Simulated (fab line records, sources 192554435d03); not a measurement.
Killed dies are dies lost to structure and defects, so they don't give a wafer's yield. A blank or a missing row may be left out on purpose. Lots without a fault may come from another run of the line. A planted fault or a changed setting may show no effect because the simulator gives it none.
Problem report in the 8D (eight disciplines) form, filled by code | flow n5_finfet | the parts of the form that need people (team, actions taken, sign-off) are left out

1. THE PROBLEM
etch_rf_on_time_s at N5_FIN_SAQP_ETCH_57 reads a mean of 6.0 s on 6 wafers of 2 lots; wafers without a fault read 46.6 s with a standard deviation of 1.4. That is -29 standard deviations from the usual mean.
The step: etches SiNx in CH3F/O2, target depth 32.5 nm, time 46.4 s.
First seen on wafer L540.1, day 3 19:25, on rie_diel-05. The record holds 26 wafers of 9 lots with a number at this step. Rule for "out", or "out of limits": more than 4 standard deviations from the usual mean. The other wafers with a number count as sound.

2. WHAT IT IS AND WHAT IT IS NOT
question                    | is                                | is not
which readings at this step | etch_rf_on_time_s, oes_product_au | drypump_motor_current_A, rf_vpp_V, throttle_valve_pct
which lots                  | L540, L541                        | L537, L538, L543, L546, L553, L555, L556
which wafers of those lots  | all that have a number            | -
read on which tools         | rie_diel-04, rie_diel-05          | rie_diel-06
when                        | from day 3 19:25                  | up to then (6 sound wafers); but 14 sound wafers of L543, L546, L553, L555, L556 came after

3. SUSPECTS, AND WHAT RULES EACH OUT
Counting: a tool at a process step up to the reading stays a suspect if it ran every lot that is out and no sound lot after the first of them.
- rie_diel-02 at N5_PMOS_HMC_CHANNEL_EPI_HM_OPEN_15 (chemistry CHF3/O2, target SiO2, target depth 40.6 nm, time 20.3 s): ruled out as a lasting fault. Sound lots L546, L555 ran on it after its first lot that is out, L540 (day 3 12:35).
- pecvd-03 at N5_FIN_SAQP_PECVD_48 (deposits SiNx from SiH4/NH3/N2, target thk 25 nm, time 22.1 s): ruled out as a lasting fault. Sound lots L543, L546, L553, L556 ran on it after its first lot that is out, L540 (day 3 16:23).
Left after counting: nothing in the record.

4. THE CAUSE (what the simulator had put in)
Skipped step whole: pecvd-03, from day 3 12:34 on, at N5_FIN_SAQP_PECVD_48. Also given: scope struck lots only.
Counting ruled it out, wrongly: the rule takes a fault to strike every lot that its tool runs from its start on, and this one did not.

5. THE CHAIN OF EFFECTS, in route order
Each row: a reading whose mean over the struck wafers that have a number lies more than 3 standard deviations from the usual. Only readings for which the record gives a usual standard deviation are gone through. hours: the time from each lot's start at the first step in this table that gives one to its start at this step, as a median over the lots. sigmas: the change in usual standard deviations.
hours | step                    | reading              | usual     | on struck wafers | change | sigmas
0     | N5_FIN_SAQP_ETCH_57     | etch_rf_on_time_s    | 46.6 s    | 6.0              | -40.6  | -29
0     | N5_FIN_SAQP_ETCH_57     | oes_product_au       | 0.64 a.u. | 0.28             | -0.36  | -6.7
244   | N5_PASSIVATION_PROBE_49 | defect_limited_yield | 91.8 %    | 0.0              | -91.8  | -61
244   | N5_PASSIVATION_PROBE_49 | killed_at_front_end  | 36        | 1170             | +1134  | +94
244   | N5_PASSIVATION_PROBE_49 | killed_dies          | 97        | 1180             | +1083  | +60
244   | N5_PASSIVATION_PROBE_49 | killed_on_rim        | 12        | 152              | +140   | +33
244   | N5_PASSIVATION_PROBE_49 | killed_open          | 64        | 12               | -52    | -4.0
244   | N5_PASSIVATION_PROBE_49 | killed_short         | 31        | 7                | -24    | -3.5
244   | N5_PASSIVATION_PROBE_49 | sort_bin_5_function  | 4.8 %     | 72.6             | +67.8  | +68
244   | N5_PASSIVATION_PROBE_49 | sort_n_pass          | 1083      | 0                | -1083  | -60
244   | N5_PASSIVATION_PROBE_49 | sort_yield_pct       | 91.8 %    | 0.0              | -91.8  | -61
The process steps in it:
- N5_FIN_SAQP_ETCH_57: etches SiNx in CH3F/O2, target depth 32.5 nm, time 46.4 s.
- N5_PASSIVATION_PROBE_49
Readings that are blank on the struck wafers while sound wafers have them: chamber_pressure_Torr at N5_FIN_SAQP_PECVD_48; heater_power_outer_w at N5_FIN_SAQP_PECVD_48; heater_power_w at N5_FIN_SAQP_PECVD_48; showerhead_plenum_p_Torr at N5_FIN_SAQP_PECVD_48; throttle_valve_pct at N5_FIN_SAQP_PECVD_48; cd_nm at N5_FIN_SAQP_CD_MEAS_31.

6. WHAT WOULD HAVE CAUGHT IT SOONER
In this record the first reading out of limits was taken at day 3 19:25, 7 hours after the fault began at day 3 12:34.
At N5_FIN_SAQP_PECVD_48 the tool's readings are blank on the struck wafers, where sound wafers have them: an empty tool record is the first sign, and it was there at once.
